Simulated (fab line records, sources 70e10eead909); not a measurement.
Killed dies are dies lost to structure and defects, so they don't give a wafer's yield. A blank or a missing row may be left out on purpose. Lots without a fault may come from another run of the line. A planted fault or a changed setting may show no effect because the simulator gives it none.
Chamber matching | flow nand_harc | NHARC_A_CHANNEL_FILL_D1_ALD_02 on ald_hk-01: 4 sister chambers
The step deposits SiO2, target thk 6 nm, pulse time 10 s, ald cycles 60. 8 wafers are shown with their chamber, then 8 later ones without.

WAFERS WITH THEIR CHAMBER
wafer  | chamber | heater_power_w (W) | precursor_pulse_height_rel
L076.6 | 3       | 448                | 1.004
L078.3 | 3       | 433                | 1.026
L082.2 | 0       | 495                | 0.976
L082.4 | 1       | 476                | 1.012
L085.2 | 1       | 485                | 1.001
L085.3 | 2       | 585                | 0.980
L085.5 | 0       | 492                | 1.013
L088.2 | 2       | 580                | 0.978

WAFERS WITHOUT THEIR CHAMBER
wafer  | heater_power_w (W) | precursor_pulse_height_rel
L088.3 | 495                | 1.031
L088.6 | 491                | 1.010
L092.3 | 593                | 0.984
L092.4 | 434                | 1.030
L092.5 | 484                | 1.030
L097.1 | 494                | 0.982
L097.3 | 435                | 1.033
L097.5 | 435                | 0.976

WHICH CHAMBER EACH WENT THROUGH
wafer  | from the rows above     | in truth
L088.3 | can't be placed: 0 or 1 | 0
L088.6 | can't be placed: 0 or 1 | 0
L092.3 | 2                       | 2
L092.4 | 3                       | 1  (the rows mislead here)
L092.5 | can't be placed: 1 or 0 | 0
L097.1 | can't be placed: 0 or 1 | 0
L097.3 | 3                       | 3
L097.5 | 3                       | 3
Placed correctly: 3 of 8. Can't be placed from these rows: 4 (the true chamber is among the candidates in 4). Placed wrongly: 1.
How it was worked out, from the rows above alone: a wafer's distance from a chamber is the root of the sum, over the readings, of the square of ((its reading less the chamber's mean) divided by the reading's scatter). The wafer belongs to the nearest chamber; if the next one is less than 2 further off, it can't be placed. A chamber's mean is the mean of its shown wafers. The scatter: the root of (the sum of the squares of (reading less its chamber's mean) over the shown wafers, divided by (wafers less chambers)).
